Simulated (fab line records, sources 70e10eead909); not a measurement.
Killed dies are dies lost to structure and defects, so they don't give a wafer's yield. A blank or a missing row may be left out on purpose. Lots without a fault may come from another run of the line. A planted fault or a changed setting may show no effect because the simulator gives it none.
Chamber matching | flow nand_harc | NHARC_A_STAIRCASE_ETCH_169 on rie_diel-02: 4 sister chambers
The step etches the open film in CH3F/O2, target depth 50 nm, time 107.1 s. 8 wafers are shown with their chamber, then 12 later ones without.

WAFERS WITH THEIR CHAMBER
wafer  | chamber | showerhead_plenum_p_Torr (Torr) | drypump_motor_current_A (A)
L084.1 | 0       | 2.50                            | 5.2
L084.3 | 3       | 2.59                            | 6.3
L088.1 | 3       | 2.59                            | 6.2
L088.3 | 0       | 2.49                            | 5.2
L088.5 | 2       | 2.34                            | 5.8
L096.1 | 1       | 2.30                            | 5.4
L096.5 | 1       | 2.30                            | 5.4
L096.6 | 2       | 2.33                            | 5.8

WAFERS WITHOUT THEIR CHAMBER
wafer  | showerhead_plenum_p_Torr (Torr) | drypump_motor_current_A (A)
L096.2 | 2.58                            | 6.3
L096.3 | 2.49                            | 5.2
L096.4 | 2.33                            | 5.8
L094.1 | 2.58                            | 6.3
L094.2 | 2.33                            | 5.8
L094.5 | 2.58                            | 6.3
L094.3 | 2.49                            | 5.2
L094.4 | 2.30                            | 5.4
L094.6 | 2.49                            | 5.3
L097.1 | 2.58                            | 6.2
L097.4 | 2.33                            | 5.8
L097.5 | 2.33                            | 5.8

WHICH CHAMBER EACH WENT THROUGH
wafer  | from the rows above | in truth
L096.2 | 3                   | 3
L096.3 | 0                   | 0
L096.4 | 2                   | 2
L094.1 | 3                   | 3
L094.2 | 2                   | 2
L094.5 | 3                   | 3
L094.3 | 0                   | 0
L094.4 | 1                   | 1
L094.6 | 0                   | 0
L097.1 | 3                   | 3
L097.4 | 2                   | 2
L097.5 | 2                   | 2
Placed correctly: 12 of 12. Can't be placed from these rows: 0. Placed wrongly: 0.
How it was worked out, from the rows above alone: a wafer's distance from a chamber is the root of the sum, over the readings, of the square of ((its reading less the chamber's mean) divided by the reading's scatter). The wafer belongs to the nearest chamber; if the next one is less than 2 further off, it can't be placed. A chamber's mean is the mean of its shown wafers. The scatter: the root of (the sum of the squares of (reading less its chamber's mean) over the shown wafers, divided by (wafers less chambers)).
